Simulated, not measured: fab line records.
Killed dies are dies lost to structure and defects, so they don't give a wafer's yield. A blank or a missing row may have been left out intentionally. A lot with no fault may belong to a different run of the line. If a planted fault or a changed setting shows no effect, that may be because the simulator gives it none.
Matching of chambers + flow nandHarc + NHARC_A_STAIRCASE_DEP_301 on pecvd-01: 3 sister chambers
The step deposits SiON, target thk 30 nm. 6 wafers are shown with their chamber, then 11 later ones without.

EACH WAFER AND ITS CHAMBER
| wafer  | chamber | heaterPowerW (W) |
|--------|---------|------------------|
| L087.3 | 0       | 710              |
| L087.4 | 0       | 704              |
| L091.2 | 1       | 603              |
| L091.3 | 2       | 650              |
| L091.5 | 2       | 651              |
| L092.3 | 1       | 687              |

WAFERS WITH NO CHAMBER GIVEN
| wafer  | heaterPowerW (W) |
|--------|------------------|
| L092.4 | 656              |
| L092.5 | 704              |
| L093.1 | 735              |
| L093.2 | 703              |
| L093.3 | 715              |
| L095.3 | 683              |
| L095.5 | 621              |
| L095.6 | 770              |
| L097.3 | 732              |
| L097.5 | 701              |
| L097.6 | 715              |

THE CHAMBER EACH PASSED THROUGH
| wafer  | from the rows above          | in truth |
|--------|------------------------------|----------|
| L092.4 | can't be placed: 2 or 1 or 0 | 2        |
| L092.5 | can't be placed: 0 or 2 or 1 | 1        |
| L093.1 | can't be placed: 0 or 2 or 1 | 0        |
| L093.2 | can't be placed: 0 or 2 or 1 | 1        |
| L093.3 | can't be placed: 0 or 2 or 1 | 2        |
| L095.3 | can't be placed: 0 or 2 or 1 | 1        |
| L095.5 | can't be placed: 1 or 2 or 0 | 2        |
| L095.6 | can't be placed: 0 or 2 or 1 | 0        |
| L097.3 | can't be placed: 0 or 2 or 1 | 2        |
| L097.5 | can't be placed: 0 or 2 or 1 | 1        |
| L097.6 | can't be placed: 0 or 2 or 1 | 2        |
0 of 11 placed correctly. Not placeable from these rows: 11 (in 11, the candidates include the true chamber). Number placed wrongly: 0.
How it was worked out, from the rows above alone: a wafer's distance from a chamber is the root of the sum, over the readings, of the square of ((its reading less the chamber's mean) divided by the reading's scatter). The wafer belongs to the nearest chamber; if the next one is less than 2 further off, it can't be placed. The mean given for a chamber averages the wafers shown for that chamber. The scatter: take each reading less its chamber's mean, square it, sum over the shown wafers, divide by the number of wafers less the number of chambers, and take the root.
